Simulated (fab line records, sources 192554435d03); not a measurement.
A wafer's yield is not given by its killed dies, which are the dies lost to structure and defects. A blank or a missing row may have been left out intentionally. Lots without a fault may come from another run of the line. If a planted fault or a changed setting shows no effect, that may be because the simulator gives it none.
A single fault, viewed from 2 desks	flow n5Finfet	numbers are kept per desk, each desk with only its own; the story behind them comes last

## FROM THE METROLOGY DESK
What the gauges read for every lot (on any tool): the sampled wafers with a number, averaged. The brackets show how far a lot's mean lies from the usual mean; more than 4 standard deviations puts the lot out of limits, marked OUT. Shown here are 7 of its 12 readings, the ones lying furthest out on some lot.
Columns: A = DIBL_N at N5_BEOL_M4_RC_MEAS_101, usual 36.4 mV/V; B = DIBL_P at N5_BEOL_M4_RC_MEAS_101, usual 36.4 mV/V; C = IOFF_N at N5_BEOL_M4_RC_MEAS_101, usual 0.156 nA/um; D = ION_P at N5_BEOL_M4_RC_MEAS_101, usual 463 uA/um; E = RC_DENSE_N at N5_BEOL_M4_RC_MEAS_101, usual 18.9 ohm.um; F = SS_P at N5_BEOL_M4_RC_MEAS_101, usual 73.3 mV/dec; G = VT_N at N5_BEOL_M4_RC_MEAS_101, usual 250 mV
lot	first seen here	A	B	C	D	E	F	G
L134	day 9 10:19	35.5	37.2	0.159	464	18.4	73.2	250
L137	day 10 05:55	34.6	35.4	0.129	471	19.3	72.7	251
L135	day 10 06:00	35.2	36.3	0.156	458	18.4	73.0	249
L138	day 10 07:53	34.6	36.0	0.157	465	19.0	72.5	248
L139	day 10 13:27	37.5	35.3	0.170	470	18.2	73.7	249
L140	day 10 18:31	37.6	37.5	0.159	458	19.2	73.8	250
L141	day 11 01:58	36.9	39.0	0.187	465	19.3	73.7	244
L148	day 12 16:17	37.0	35.5	0.168	463	18.9	73.1	248
L152	day 13 23:07	34.4	35.4	0.127	460	18.7	72.3	252
L155	day 14 15:42	36.6	37.2	0.168	470	19.0	73.8	248
Finding of this desk: none of the 10 lots has anything out of limits.

## AT THE TOOL OWNER'S DESK: rieDiel-05
The tool's own readings at N5_MOL_CONTACT_COAG_ETCH_106 (etches SOC in N2/H2, target depth 80 nm, overetch 16 nm, time 120 s): means of the sampled wafers that have a number, for each lot that ran on this tool. The brackets show how far a lot's mean lies from the usual mean; more than 4 standard deviations puts the lot out of limits, marked OUT.
Columns: A = drypumpMotorCurrentA at N5_MOL_CONTACT_COAG_ETCH_106, usual 5.8 A; B = oesProductAu at N5_MOL_CONTACT_COAG_ETCH_106, usual 0.71 a.u.; C = rfVppV at N5_MOL_CONTACT_COAG_ETCH_106, usual 525.3 V; D = showerheadPlenumPTorr at N5_MOL_CONTACT_COAG_ETCH_106, usual 2.59 Torr; E = throttleValvePct at N5_MOL_CONTACT_COAG_ETCH_106, usual 17.79 %
lot	first seen here	A	B	C	D	E
L135	day 5 03:42	5.7	0.72	524.6	2.58	17.62
L137	day 5 17:03	6.1	0.65	526.3	2.62	17.67
L140	day 6 10:28	5.7	0.72	524.9	2.60	17.78
L141	day 6 16:23	5.8	0.70	524.8	2.58	17.63
L148	day 8 10:56	5.7	0.69	524.7	2.57	17.67
Finding of this desk: none of the 5 lots has anything out of limits.

## TAKEN TOGETHER
At the metrology desk, nothing out of limits was observed.
The tool owner's desk saw nothing out of limits.

## WHAT WAS PUT IN BY THE SIMULATOR
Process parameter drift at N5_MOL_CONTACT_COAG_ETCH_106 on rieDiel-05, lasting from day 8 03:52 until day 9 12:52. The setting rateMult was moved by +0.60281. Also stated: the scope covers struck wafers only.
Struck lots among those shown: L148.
